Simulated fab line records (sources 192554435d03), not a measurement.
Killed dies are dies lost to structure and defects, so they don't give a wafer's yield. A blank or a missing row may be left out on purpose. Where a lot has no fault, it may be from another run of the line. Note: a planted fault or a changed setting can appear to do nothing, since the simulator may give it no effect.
Which tool was responsible?    flow n5_finfet    24 wafers from 8 lots sampled at 6 of the route's 1938 steps

== WHAT EACH GAUGE READ, for each wafer ==
N5_BEOL_M0_CUTY_OVL_MEAS_58. Usual: for M0_ABLK_OVL the level is -0.1 nm and the standard deviation is 0.66.
lot   measured      on          M0_ABLK_OVL (nm)  flag
L769  day 6 17:29   overlay-02  -0.1 0.1 0.1      
L772  day 7 11:44   overlay-02  0.3 0.8 0.0       
L774  day 7 19:44   overlay-02  -1.3 -0.2 -1.4    
L777  day 8 13:52   overlay-01  -0.6 -0.8 -1.1    
L782  day 9 15:43   overlay-02  1.1 0.5 0.9       
L783  day 10 12:02  overlay-02  -0.3 0.1 -0.2     
L784  day 10 22:34  overlay-02  -0.5 -0.1 0.2     
L788  day 11 07:00  overlay-02  -0.5 -0.3 0.0     

N5_BEOL_M4_RC_MEAS_101. Usual: DIBL_N 36.0 mV/V, standard deviation 2; DIBL_P 36.2 mV/V, standard deviation 2.2; IOFF_N 0.16 nA/um, standard deviation 0.034; IOFF_P 0.21 nA/um, standard deviation 0.04; ION_N 675 uA/um, standard deviation 12; ION_P 463 uA/um, standard deviation 7.2; SS_N 71.6 mV/dec, standard deviation 0.6; SS_P 73.3 mV/dec, standard deviation 0.67; VT_N 250 mV, standard deviation 3; VT_P -251 mV, standard deviation 3.4.
lot   measured      on         DIBL_N (mV/V)   DIBL_P (mV/V)   IOFF_N (nA/um)  IOFF_P (nA/um)  ION_N (uA/um)  ION_P (uA/um)  SS_N (mV/dec)   SS_P (mV/dec)   VT_N (mV)    VT_P (mV)       flag
L769  day 9 01:07   prober-02  36.7 34.7 35.8  38.3 36.3 37.5  0.18 0.15 0.16  0.23 0.20 0.21  680 669 669    465 461 460    71.9 71.4 71.4  72.7 72.7 72.5  249 251 248  -249 -252 -252  
L772  day 10 01:47  prober-02  35.0 35.8 33.0  36.6 36.6 33.8  0.15 0.16 0.13  0.19 0.18 0.15  669 675 671    457 455 454    71.6 72.2 70.9  72.8 73.2 72.9  250 249 252  -255 -254 -257  
L774  day 10 05:44  prober-01  36.0 38.7 37.0  34.2 37.7 36.6  0.13 0.18 0.14  0.16 0.20 0.19  669 673 679    453 453 460    71.8 72.5 72.0  73.8 73.7 73.5  254 253 252  -255 -253 -254  
L777  day 11 02:45  prober-01  40.9 40.6 39.4  40.8 40.0 38.3  0.20 0.20 0.18  0.26 0.25 0.22  700 687 697    469 466 470    71.1 71.7 71.0  75.2 74.1 74.0  247 247 249  -249 -249 -250  
L782  day 12 05:36  prober-01  37.9 37.9 36.9  38.1 37.8 36.9  0.19 0.19 0.17  0.26 0.26 0.23  691 697 681    474 472 464    72.3 72.0 71.6  73.6 73.1 73.2  248 245 248  -245 -245 -249  
L783  day 12 15:52  prober-02  34.0 35.0 33.0  35.0 35.1 33.5  0.12 0.13 0.11  0.19 0.19 0.17  664 669 653    466 453 459    70.8 71.7 70.2  73.1 73.5 72.1  256 253 256  -253 -253 -252  
L784  day 14 00:33  prober-01  33.4 39.1 38.7  32.6 40.0 39.9  0.12 0.22 0.21  0.18 0.32 0.30  668 695 685    465 480 468    70.8 72.0 72.5  72.4 74.7 74.8  254 245 247  -252 -243 -247  
L788  day 13 23:46  prober-01  39.8 35.9 35.3  39.3 36.6 35.1  0.24 0.17 0.15  0.29 0.23 0.21  696 690 669    470 464 467    72.4 71.0 71.4  74.2 72.5 72.7  243 247 251  -246 -247 -252  

== WHICH TOOL RAN EACH LOT (tool, then ch and the chambers of the sampled wafers, then the start) ==
lot   N5_BEOL_M0_SAQP_MANDREL_ETCH_103  N5_BEOL_M0_SAQP_DESCUM_45           N5_BEOL_M0_SAQP_ETCH_49             N5_BEOL_M0_ETCH_138
L769  rie_si-01 ch 0,1, day 6 13:53     rie_diel-03 ch 0,1, day 6 16:09     rie_diel-06 ch 0,2,3, day 6 16:58   rie_diel-04 ch 2,3, day 6 17:44
L772  rie_si-02 ch 0,1,2, day 7 07:50   rie_diel-06 ch 0,1,3, day 7 10:13   rie_diel-03 ch 0,2,3, day 7 11:21   rie_diel-04 ch 0,1,3, day 7 12:01
L774  rie_si-01 ch 0,1,2, day 7 15:29   rie_diel-06 ch 2,3, day 7 18:25     rie_diel-03 ch 1,2, day 7 19:13     rie_diel-01 ch 0,2,3, day 7 20:03
L777  rie_si-01 ch 1,2,3, day 8 09:35   rie_diel-03 ch 0,1,2, day 8 12:16   rie_diel-05 ch 0,1,2, day 8 13:20   rie_diel-04 ch 1,2,3, day 8 14:20
L782  rie_si-02 ch 0,1,2, day 9 12:20   rie_diel-05 ch 1,2, day 9 14:22     rie_diel-06 ch 2,3, day 9 15:11     rie_diel-02 ch 0,1,3, day 9 15:58
L783  rie_si-02 ch 2,3, day 10 08:23    rie_diel-05 ch 1,2,3, day 10 10:38  rie_diel-06 ch 1,2, day 10 11:31    rie_diel-02 ch 0,1,3, day 10 12:20
L784  rie_si-01 ch 0,1,2, day 10 19:13  rie_diel-06 ch 0,1,3, day 10 21:20  rie_diel-03 ch 0,1,3, day 10 22:10  rie_diel-02 ch 0,2,3, day 10 22:50
L788  rie_si-02 ch 0,2, day 11 03:28    rie_diel-06 ch 0,1,3, day 11 05:41  rie_diel-05 ch 0,1,2, day 11 06:36  rie_diel-02 ch 2,3, day 11 07:16
- N5_BEOL_M0_SAQP_MANDREL_ETCH_103: etches a-Si in HBr/Cl2, stops on SiCN, target depth 45 nm, bt time 10 s, time 27 s.
- N5_BEOL_M0_SAQP_DESCUM_45: chemistry O2, time 7 s.
- N5_BEOL_M0_SAQP_ETCH_49: etches SiO2 in CF4/O2, target depth 37 nm.
- N5_BEOL_M0_ETCH_138: etches SiCN in CH3F/O2, target depth 12 nm, time 31.6 s.

== AS READ BY THE TOOLS THEMSELVES (means over the sampled wafers that have a number; for cases with no such wafer, the mark the record gives instead) ==
N5_BEOL_M0_SAQP_MANDREL_ETCH_103. Usual: drypump_motor_current_A 5.8 A, standard deviation 0.52; oes_product_au 0.684 a.u., standard deviation 0.013; rf_fwd_power_W 794 W, standard deviation 3.1; throttle_valve_pct 35.41 %, standard deviation 0.21.
lot   tool       drypump_motor_current_A (A)  oes_product_au (a.u.)  rf_fwd_power_W (W)  throttle_valve_pct (%)  flag
L769  rie_si-01  5.9                          0.692                  796                 35.30                   
L772  rie_si-02  5.8                          0.681                  795                 35.37                   
L774  rie_si-01  5.8                          0.687                  795                 35.31                   
L777  rie_si-01  6.0                          0.677                  795                 35.20                   
L782  rie_si-02  5.8                          0.690                  795                 35.36                   
L783  rie_si-02  5.8                          0.666                  794                 35.55                   
L784  rie_si-01  5.7                          0.688                  795                 35.31                   
L788  rie_si-02  5.5                          0.691                  795                 35.19                   

N5_BEOL_M0_SAQP_DESCUM_45. Usual: drypump_motor_current_A 5.82 A, standard deviation 0.26; oes_product_au 0.80 a.u., standard deviation 0.088; rf_fwd_power_W 49.40 W, standard deviation 0.24; rf_vpp_V 243.5 V, standard deviation 1.5; showerhead_plenum_p_Torr 2.11 Torr, standard deviation 0.074; throttle_valve_pct 20.33 %, standard deviation 0.29.
lot   tool         drypump_motor_current_A (A)  oes_product_au (a.u.)  rf_fwd_power_W (W)  rf_vpp_V (V)  showerhead_plenum_p_Torr (Torr)  throttle_valve_pct (%)  flag
L769  rie_diel-03  6.11                         0.80                   49.47               244.3         2.18                             20.19                   
L772  rie_diel-06  5.79                         0.79                   49.35               244.1         2.09                             20.28                   
L774  rie_diel-06  5.86                         0.83                   49.45               242.5         2.05                             20.18                   
L777  rie_diel-03  5.87                         0.84                   49.50               244.2         2.19                             20.18                   
L782  rie_diel-05  5.97                         0.70                   49.21               242.4         2.10                             20.79                   
L783  rie_diel-05  5.86                         0.75                   49.27               243.0         2.08                             20.61                   
L784  rie_diel-06  5.79                         0.77                   49.55               243.4         2.08                             20.34                   
L788  rie_diel-06  5.78                         0.76                   49.40               243.4         2.08                             20.33                   

N5_BEOL_M0_SAQP_ETCH_49. Usual: drypump_motor_current_A 5.80 A, standard deviation 0.29; oes_product_au 0.80 a.u., standard deviation 0.083; rf_fwd_power_W 532.7 W, standard deviation 1.8; rf_vpp_V 242 V, standard deviation 3.4; showerhead_plenum_p_Torr 2.24 Torr, standard deviation 0.074; throttle_valve_pct 15.76 %, standard deviation 0.26.
lot   tool         drypump_motor_current_A (A)  oes_product_au (a.u.)  rf_fwd_power_W (W)  rf_vpp_V (V)  showerhead_plenum_p_Torr (Torr)  throttle_valve_pct (%)  flag
L769  rie_diel-06  5.93                         0.80                   531.1               240           2.18                             15.78                   
L772  rie_diel-03  5.58                         0.87                   532.0               244           2.25                             15.70                   
L774  rie_diel-03  6.13                         0.78                   532.0               242           2.30                             15.52                   
L777  rie_diel-05  5.86                         0.80                   533.3               242           2.22                             15.91                   
L782  rie_diel-06  5.85                         0.78                   532.7               241           2.18                             15.81                   
L783  rie_diel-06  5.68                         0.74                   532.5               244           2.22                             15.98                   
L784  rie_diel-03  5.81                         0.79                   532.0               243           2.22                             15.75                   
L788  rie_diel-05  5.85                         0.76                   531.4               242           2.21                             15.95                   

N5_BEOL_M0_ETCH_138. Usual: drypump_motor_current_A 5.7 A (standard deviation 0.45); etch_rf_on_time_s 29.4 s (standard deviation 0.77); oes_product_au 0.69 a.u. (standard deviation 0.058); rf_fwd_power_W 386.6 W (standard deviation 1.8); rf_vpp_V 297.0 V (standard deviation 1.7); showerhead_plenum_p_Torr 1.99 Torr (standard deviation 0.065); throttle_valve_pct 16.28 % (standard deviation 0.14).
lot   tool         drypump_motor_current_A (A)  etch_rf_on_time_s (s)  oes_product_au (a.u.)  rf_fwd_power_W (W)  rf_vpp_V (V)  showerhead_plenum_p_Torr (Torr)  throttle_valve_pct (%)  flag
L769  rie_diel-04  5.2                          29.5                   0.76                   384.0               297.7         2.05                             16.21                   
L772  rie_diel-04  5.7                          30.0                   0.71                   384.4               297.0         1.98                             16.27                   
L774  rie_diel-01  6.0                          33.8                   0.68                   387.4               296.4         1.97                             16.28                   OFF
L777  rie_diel-04  5.2                          33.3                   0.71                   387.2               297.4         2.00                             16.22                   OFF
L782  rie_diel-02  5.7                          29.7                   0.62                   386.4               297.0         2.00                             16.33                   
L783  rie_diel-02  5.8                          29.6                   0.61                   387.6               296.6         2.00                             16.34                   
L784  rie_diel-02  5.6                          28.9                   0.65                   387.3               296.9         2.01                             16.34                   
L788  rie_diel-02  5.8                          29.7                   0.67                   386.9               298.2         2.04                             16.21                   

== THE ANSWER, worked out from the rows above alone ==
Rule: lot off if the mean of its wafers having a number is beyond 3 standard deviations from the usual mean. A lot without any number at a reading at which 4 lots or more have one is off too. Any other lot the step has rows for is counted as sound. The gauges are gone through in route order, then the tools' own readings, and for those a lot's mean is taken as printed above. At the first step where some lot is off, the reading lying furthest off is the one used; lots without a number count as furthest.
Off: L774, L777, at N5_BEOL_M0_ETCH_138 (etch_rf_on_time_s).
If a tool, at that step or one of the process steps before it, ran each lot that is off and ran no sound lot following the first of them, it fits. Of those tried, none fits.

== WHAT WAS PUT IN BY THE SIMULATOR ==
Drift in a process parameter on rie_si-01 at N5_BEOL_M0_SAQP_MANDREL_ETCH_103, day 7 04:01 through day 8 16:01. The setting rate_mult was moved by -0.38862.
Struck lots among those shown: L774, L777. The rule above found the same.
